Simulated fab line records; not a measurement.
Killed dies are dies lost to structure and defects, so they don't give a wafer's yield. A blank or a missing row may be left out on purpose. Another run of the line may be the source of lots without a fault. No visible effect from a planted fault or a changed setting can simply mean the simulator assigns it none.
Struck lot and sound lot, side by side | flow nandHarc | 14 out of 1302 route steps
Sound: wafers L254.2, L254.5, L254.6. Wafers struck: L246.1, L246.2, L246.5. At the end, the cause is stated.
Per side, at each step with rows, come the tool, then ch with its chambers, and then its first start. Under that, the readings that differ: sound wafers | struck wafers | difference of the means | sigmas: that difference in standard deviations of wafers without a fault.
alike: same words and numbers on both sides, and readings whose means sit less than 2 such deviations apart. not compared: any withheld reading, any reading some wafer has no value for, any bound like >300 that may hide the same value, and any number with overlapping values for which the record gives no deviation.
The two part at a step that has a row with sigmas, a row that says differs or no value, or rows on one side only. Numbers that have no deviation but don't overlap get no sigmas and don't part them. A reading that every wafer of one side lacks parts them only if that side has two wafers or more.

NHARC_P_GATE_STRIP_95: strips in O2.
  sound on plasmaAsher-02 ch 0,1, day 15 00:49; struck on plasmaAsher-02 ch 0,1, day 11 18:57
  alike: drypumpMotorCurrentA, heaterPowerW
  not compared: rfHoursCounterH
then, 1 step without rows for these wafers: NHARC_P_GATE_STRIP_96 (strips in SPM, time 900 s).
NHARC_P_GATE_RTA_64: time 1 s.
  sound on rtpAnneal-01 ch 0, day 15 01:24; struck on rtpAnneal-02 ch 0, day 11 19:31
  alike: lampPowerPct, wafer_temp_C_max
then, 1 step without rows for these wafers: NHARC_P_GATE_ETCH_77 (etches SiO2 in dHF, target depth 6 nm).
NHARC_P_GATE_DEGAS_109: time 60 s.
  sound: pvdSputter-02 at day 15 01:43; struck: pvdSputter-02 at day 11 19:49
  alike: heaterPowerW, susceptorTempC
then, 3 steps without rows for these wafers: NHARC_P_GATE_PRE_CLEAN_110 (time 30 s); NHARC_P_GATE_SPUTTER_78 (material Ni, target thk 10 nm); NHARC_P_GATE_SPUTTER_79 (material TiN, target thk 10 nm).
NHARC_P_GATE_RTA_80: time 30 s.
  sound on rtpAnneal-01 ch 0, day 15 02:01; struck on rtpAnneal-01 ch 0, day 11 20:08
  alike: lampPowerPct, wafer_temp_C_max
then, 2 steps without rows for these wafers: NHARC_P_GATE_STRIP_67 (strips in SPM, time 600 s); NHARC_P_GATE_RTA_82 (time 30 s).
NHARC_P_GATE_INSPECT_68:
  sound: defectInspect-02 at day 15 02:40; struck: defectInspect-01 at day 11 20:47
  alike: rawDefectCount
NHARC_P_CONTACT_DEP_30: deposits SiNx, target thk 30 nm.
  sound on pecvd-01 ch 0,1, day 15 02:46; struck on pecvd-01 ch 0,1,2, day 11 21:37
  alike: heaterPowerW, susceptorTempC
NHARC_P_CONTACT_DEP_00: deposits SiO2, target thk 500 nm.
  sound on pecvd-01 ch 0,1; struck on pecvd-01 ch 0,1,2
  alike: heaterPowerW, susceptorTempC, throttleValvePct

## WHERE THEY PART
Nowhere in this record.

WHY: whatever the simulator had introduced
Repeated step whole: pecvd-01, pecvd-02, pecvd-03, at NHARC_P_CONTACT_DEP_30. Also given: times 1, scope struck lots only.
